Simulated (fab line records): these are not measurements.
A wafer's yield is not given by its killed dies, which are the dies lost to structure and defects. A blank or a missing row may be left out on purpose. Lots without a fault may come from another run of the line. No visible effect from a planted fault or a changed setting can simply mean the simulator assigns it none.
fab line records	flow n5_finfet
record: lots: 4	wafers: 11	last_day: 17
route steps=1938 shown SDB@374 DUMMY_REMOVAL@377 HKMG_FIN@385 BEOL_M4@1111
lots with no fault: from the same line, run without faults
start_h: the number of hours between the record's first day and the start of the first shown wafer of the lot	wait_h: time in hours since the lot's previous step	" the same as in the row above	L1.1+2: a row that stands for several wafers	- no value, or no start given	* or withheld: withheld	< > ~ a bound
route shown NAME@n: NAME is a module with steps in the file, n the number in the route of the first one	usual: the fault-free wafers' mean and standard deviation	same: alike in all rows	chamber/n: place in a boat	sites: each site's reading	_std_site: standard deviation across them	_edge_site: outer sites' mean less inner sites'	radius_mm: how far each site lies from the wafer's centre	mask NAME#n: copy n	behind: the last tool/chamber to shape the wafer	hold: why the lot went on hold/how many hours it stayed there/how the hold came to an end	device: whichever transistor did not switch (one of n, p or np)	end of line: at the end of the route, the tests of the same wafers	for a step that has no rows: nothing shown but its recipe	killed: at the first sort, the dies lost to defects and structure; wafer yield is something else	map: the dies of a wafer, with x for killed, . for not killed, _ for no die there
set.NAME: the run value of the setting; set.NAME@STEP: its run value at that earlier step	model.NAME: the simulator's own value behind a step, which no gauge read
lots seen at some steps along the route; tables by step, rows by wafer
services: the hour from which a tool's chamber was out of use, counted from the record's first day as start_h (under 0 if before that day), plus the number of hours and why
== steps ==
step: N5_SDB_CMP_30
recipe: stop_on: poly-Si	t_overpolish_s: 1.54	post_cmp_clean: alkaline_brush	down_force_psi: 4.1491	platen_rpm: 51.796	pad_velocity_m_s: 1.0306	target_thk_nm: 30
step: N5_DUMMY_REMOVAL_HM_STRIP_01
recipe: chemistry: CH3F/O2	material: SiNx	target_depth_a: 40	stop_on: poly-Si	time_s: 6.8	over_etch_frac: 0.3	ion_energy_ev: 60	power_w: 410	bias_w: 29	Ar_flow_sccm: 150	CH3F_flow_sccm: 30	O2_flow_sccm: 20
step: N5_DUMMY_REMOVAL_STRIP_10
recipe: chemistry: N2/H2	time_s: 40	power_w: 100	temp_c: 40	pressure_mtorr: 100	rf_frequency_hz: 6e+07	bias_power_w: 3	n2_flow_sccm: 300	h2_flow_sccm: 300
step: N5_DUMMY_REMOVAL_PRECLEAN_07
recipe: chemistry: dHF	time_s: 30	temp_c: 25	dilution: withheld
step: N5_DUMMY_REMOVAL_DUMMY_REMOVE_02
recipe: chemistry: TMAH	temp_c: 70	target: poly-Si	stop_on: SiO2	target_depth_nm: 142	conc_wt_pct: 5	time_s: 57	dry: ipa_marangoni	rinse_time_s: 30	rinse_temp_c: 23
step: N5_DUMMY_REMOVAL_PRECLEAN_08
recipe: chemistry: NF3:NH3	afs_cycles: 2	temp_c: 30	time_s: 20	sublimation_temp_c: 180	sublimation_time_s: 60	pressure_torr: 3	rf_power_w: 30
step: N5_DUMMY_REMOVAL_PRECLEAN_04
recipe: chemistry: DHF	time_s: 37	temp_c: 25	dilution: 500:1
step: N5_DUMMY_REMOVAL_SRD_05
recipe: dry: ipa_marangoni	do_ppb: 5	time_s: 30	temp_c: 23	rinse_liquid: diw
step: N5_HKMG_FIN_IL_REGROW_00
recipe: material: SiO2	target_thk_a: 7.5	chemistry: O3	temp_c: withheld	time_s: 30
step: N5_HKMG_FIN_HK_ALD_01
recipe: material: HfO2	target_thk_a: 16	temp_c: withheld	ald_precursor_family: HfCl4	ald_co_reactant: H2O	pulse_time_s: 3	purge_time_s: 3	co_reactant_purge_time_s: 2.5	co_reactant_pulse_time_s: 0.3	ald_cycles: 30
usual: ald_cycles: 30/0	precursor_pulse_height_rel: 1.000/0.019
lot.wafer	tool	chamber	start_h	wait_h	ald_cycles	precursor_pulse_height_rel	model.HfO2_of_HKMG_FIN_HK_ALD_01.thk_nm
L235.4	ald_hk-03	1	113.93	0.0	30	1.005	1.6
L235.5	"	3	"	"	30	1.000	1.6
L235.6	"	2	"	"	30	0.987	1.6
L247.2	ald_hk-03	1	184.44	0.0	30	0.990	1.6
L247.3	"	0	"	"	40	0.969	2.2
L249.4	ald_hk-03	0	197.64	0.0	40	1.003	2.2
L249.5	"	3	"	"	30	0.996	1.6
L249.6	"	2	"	"	30	1.009	1.6
L251.2	ald_hk-02	2	209.69	0.0	30	0.977	1.6
L251.4	"	0	"	"	30	0.978	1.6
L251.5	"	1	"	"	30	1.014	1.6
step: N5_HKMG_FIN_HK_ANNEAL_02
recipe: temp_c: 700	time_s: 30	ambient: N2	idle_temp_c: 600	ramp_up_c_per_s: 150	ramp_down_c_per_s: 60	cool_to_c: 600
step: N5_HKMG_FIN_ALD_74
recipe: material: La2O3	target_thk_a: 5	temp_c: 250	ald_precursor_family: La-Cp	ald_co_reactant: O3	pulse_time_s: 6	co_reactant_pulse_time_s: 1	purge_time_s: 3	co_reactant_purge_time_s: 3
step: N5_HKMG_FIN_ALD_75
recipe: material: Al2O3	target_thk_a: 10	temp_c: 150	ald_precursor_family: TMA	ald_co_reactant: H2O	pulse_time_s: withheld	co_reactant_pulse_time_s: 1
step: N5_HKMG_FIN_COAT_41
recipe: resist: SOC	temp_c: 250	time_s: 60	spin_rpm: 1500	resist_thk_nm: 300
step: N5_HKMG_FIN_COAT_42
recipe: resist: SiARC	temp_c: 220	time_s: 60	spin_rpm: 1500	resist_thk_nm: 35
step: N5_HKMG_FIN_COAT_43
recipe: resist: CAR-ArF	spin_rpm: 1500	resist_thk_nm: 90
step: N5_HKMG_FIN_EBR_45
recipe: solvent: PGMEA	ebr_width_mm: 1.5
step: N5_HKMG_FIN_SOFTBAKE_44
recipe: temp_c: 110	time_s: 60	resist: CAR-ArF
step: N5_HKMG_FIN_EXPOSE_46
recipe: mask_id: NDIPOLE	na: 1.35	source_shape: conventional	sigma_outer: 0.8	polarization: unpolarized	dose_mj: 40
step: N5_HKMG_FIN_PEB_47
recipe: peb_temp_c: withheld	peb_time_s: 60	resist: CAR-ArF
step: N5_HKMG_FIN_DEVELOP_48
recipe: develop_time_s: 30	developer: TMAH	resist: CAR-ArF	rinse_liquid: diw	dry: air_spin	dev_temp_c: 23
step: N5_HKMG_FIN_DESCUM_53
recipe: chemistry: O2	time_s: 7.9	source_power_w: 50	bias_power_w: 20	pressure_mtorr: 20	rf_frequency_hz: 2.712e+07	temp_c: 40	resist: CAR-ArF	o2_flow_sccm: 225
step: N5_HKMG_FIN_ETCH_54
recipe: chemistry: CF4	target: SiARC	target_depth_a: 455	mask_material: CAR-ArF	time_s: 75.8	ion_energy_ev: 80	pressure_mtorr: 40	source_w: 545	bias_w: 36	Ar_flow_sccm: 100	cf4_flow_sccm: 100	ends: cleared
step: N5_HKMG_FIN_ETCH_55
recipe: chemistry: N2/H2	target: SOC	target_depth_a: 2400	temp_c: 40	time_s: 300	ion_energy_ev: 200	mask_material: SiARC	pressure_mtorr: 30	source_w: 840	bias_w: 150	n2_flow_sccm: 200	h2_flow_sccm: 200
step: N5_HKMG_FIN_STRIP_56
recipe: chemistry: N2/H2	temp_c: 40	n2_flow_sccm: 200	h2_flow_sccm: 200	rf_frequency_hz: 6e+07
step: N5_HKMG_FIN_STRIP_57
recipe: chemistry: CF4	resist: SiARC	power_w: 300	bias_power_w: 75	pressure_mtorr: 50	cf4_flow_sccm: 150	rf_frequency_hz: 6e+07
step: N5_HKMG_FIN_ETCH_58
recipe: chemistry: N2/H2	target: SOC	target_depth_a: 2158	ion_energy_ev: 50	bias_w: 13	time_s: 741	pressure_mtorr: 30	source_w: 875	n2_flow_sccm: 200	h2_flow_sccm: 200
step: N5_HKMG_FIN_STRIP_93
recipe: chemistry: N2/H2	material: SOC	time_s: 20	power_w: 500	temp_c: 40	pressure_mtorr: 50	rf_frequency_hz: 6e+07	bias_power_w: 8	h2_frac: 0.5	n2_flow_sccm: 300	h2_flow_sccm: 300
step: N5_HKMG_FIN_WET_ETCH_76
recipe: chemistry: dNH4OH	mix: 1:50	temp_c: 25	target: Al2O3	stop_on: La2O3	target_depth_nm: 2.25	dry: ipa_marangoni	rinse_time_s: 30	rinse_temp_c: 23
step: N5_HKMG_FIN_STRIP_60
recipe: chemistry: N2/H2	power_w: 2500	temp_c: 300	h2_frac: 0.65	time_s: 360	pressure_mtorr: withheld	n2_flow_sccm: 1750	h2_flow_sccm: 3250
step: N5_HKMG_FIN_WET_ETCH_77
recipe: chemistry: dHCl	mix: 1:10000	temp_c: 25	target: La2O3	stop_on: HfO2	target_depth_nm: 2
step: N5_HKMG_FIN_WET_ETCH_78
recipe: chemistry: dNH4OH	mix: 1:50	temp_c: 25	target: Al2O3	stop_on: La2O3	target_depth_nm: 4.5	dry: ipa_marangoni	rinse_time_s: 30	rinse_temp_c: 23
step: N5_HKMG_FIN_ALD_79
recipe: material: TiN	target_thk_a: 15	temp_c: 400	ald_precursor_family: TiCl4	ald_co_reactant: NH3	pulse_time_s: 1	purge_time_s: 3	co_reactant_purge_time_s: 2	co_reactant_pulse_time_s: 2	ald_cycles: 68	pressure_torr: 3
step: N5_HKMG_FIN_CVD_62
recipe: material: a-Si	target_thk_a: 30	temp_c: 500	precursor: Si2H6	pressure_torr: 1	time_s: 20.8
step: N5_HKMG_FIN_RTA_80
recipe: temp_c: withheld	time_s: 2	ambient: N2	idle_temp_c: 600	ramp_up_c_per_s: 150	ramp_down_c_per_s: 60	cool_to_c: 600
step: N5_HKMG_FIN_PRECLEAN_64
recipe: chemistry: dHF	time_s: 30	temp_c: 25	dilution: withheld
step: N5_HKMG_FIN_THK_MEAS_70
recipe: thk_meas_gauge: xrf	reads: HfO2_of_HKMG_FIN_HK_ALD_01
usual: HK_THK: 1.621/0.018
lot.wafer	tool	chamber	start_h	wait_h	HK_THK[nm]
L235.4	film_metro-02	-	117.51	0.0	1.610
L235.5	"	-	"	"	1.641
L235.6	"	-	"	"	1.640
L247.2	film_metro-01	-	187.94	0.2	1.630
L247.3	"	-	"	"	2.144
L249.4	film_metro-01	-	201.63	0.2	2.156
L249.5	"	-	"	"	1.617
L249.6	"	-	"	"	1.614
L251.2	film_metro-02	-	213.38	0.2	1.625
L251.4	"	-	"	"	1.610
L251.5	"	-	"	"	1.619
step: N5_BEOL_M4_RC_MEAS_101
usual: DIBL_N: 36.5/1.4	DIBL_P: 36.6/1.6	EOT_N: 10.51/0.087	EOT_P: 10.47/0.087	IGATE_N: 0.0126/0.0017	IGATE_P: 0.0038/0.00051	IOFF_N: 0.160/0.024	IOFF_P: 0.217/0.029	ION_N: 674/8.7	ION_P: 464/6.5	SS_N: 71.6/0.47	SS_P: 73.4/0.57	VT_N: 250.0/2.5	VT_P: -250/3.1
lot.wafer	tool	chamber	start_h	wait_h	DIBL_N[mV/V]	DIBL_P[mV/V]	EOT_N	EOT_P	IGATE_N[nA/um]	IGATE_P[nA/um]	IOFF_N[nA/um]	IOFF_P[nA/um]	ION_N[uA/um]	ION_P[uA/um]	SS_N[mV/dec]	SS_P[mV/dec]	VT_N[mV]	VT_P[mV]
L235.4	prober-01	0	216.48	0.5	38.5	37.2	10.64	10.54	0.0105	0.0033	0.182	0.244	677	469	72.0	73.7	246.1	-248
L235.5	"	0	"	"	38.2	38.1	10.72	10.56	0.0094	0.0029	0.179	0.262	672	468	72.0	73.8	250.8	-248
L235.6	"	0	"	"	34.9	32.6	10.63	10.51	0.0097	0.0030	0.116	0.173	658	464	71.0	72.9	254.1	-251
L249.4	prober-01	0	286.84	0.5	38.0	38.5	11.50	11.40	0.0004	0.0001	0.183	0.281	664	463	71.6	73.7	246.7	-246
L249.5	"	0	"	"	37.5	37.4	10.41	10.52	0.0123	0.0037	0.180	0.263	685	473	71.9	73.4	247.9	-243
L249.6	"	0	"	"	34.8	34.1	10.46	10.46	0.0125	0.0038	0.131	0.214	668	469	71.3	73.2	252.6	-248
L247.2	prober-02	0	289.12	0.2	34.8	35.7	10.54	10.32	0.0132	0.0039	0.137	0.188	669	462	71.1	73.2	250.9	-255
L247.3	"	0	"	"	38.7	39.1	11.55	11.39	0.0003	0.0001	0.182	0.254	650	451	72.6	74.5	250.2	-249
L251.2	prober-02	0	304.29	0.2	38.1	38.6	10.56	10.48	0.0111	0.0033	0.208	0.260	689	466	71.6	73.7	244.8	-247
L251.4	"	0	"	"	37.4	36.5	10.47	10.57	0.0120	0.0036	0.174	0.223	680	465	72.1	73.2	249.1	-249
L251.5	"	0	"	"	37.2	36.6	10.50	10.53	0.0121	0.0036	0.172	0.221	677	460	71.8	73.5	249.9	-250
== services ==
tool	chamber	start_h	hours	kind
ald_hk-03	-	132.21	1.3	repair
ald_hk-03	-	203.77	14.6	pm
== key ==
first_sign: step: N5_HKMG_FIN_HK_ALD_01	reading: ald_cycles	direction: up	sigmas: 99+	usual: *	struck: *
effect: step: N5_HKMG_FIN_THK_MEAS_70	reading: HK_THK	direction: up	sigmas: 29	usual: 1.621	struck: 2.150
effect: step: N5_BEOL_M4_RC_MEAS_101	reading: EOT_N	direction: up	sigmas: 12	usual: 10.51	struck: 11.53
effect: step: N5_BEOL_M4_RC_MEAS_101	reading: EOT_P	direction: up	sigmas: 11	usual: 10.47	struck: 11.39
effect: step: N5_BEOL_M4_RC_MEAS_101	reading: IGATE_N	direction: down	sigmas: 7.3	usual: 0.0126	struck: 0.0004
effect: step: N5_BEOL_M4_RC_MEAS_101	reading: IGATE_P	direction: down	sigmas: 7.3	usual: 0.0038	struck: 0.0001
model_effect: step: N5_HKMG_FIN_HK_ALD_01	value: HfO2_of_HKMG_FIN_HK_ALD_01.thk_nm	without: 1.6	struck: 2.2
met_at N5_HKMG_FIN_HK_ALD_01
struck_wafers L247.3,L249.4
onset_between 113.93 184.44
fault: kind: process_parameter_drift	tool: ald_hk-03	chamber: -	onset_h: 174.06	steps: N5_HKMG_FIN_HK_ALD_01	channel: ald_cycles	offset: *	shape: step	end_h: 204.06	scope: struck_wafers_only	acts_in: *	stated: *
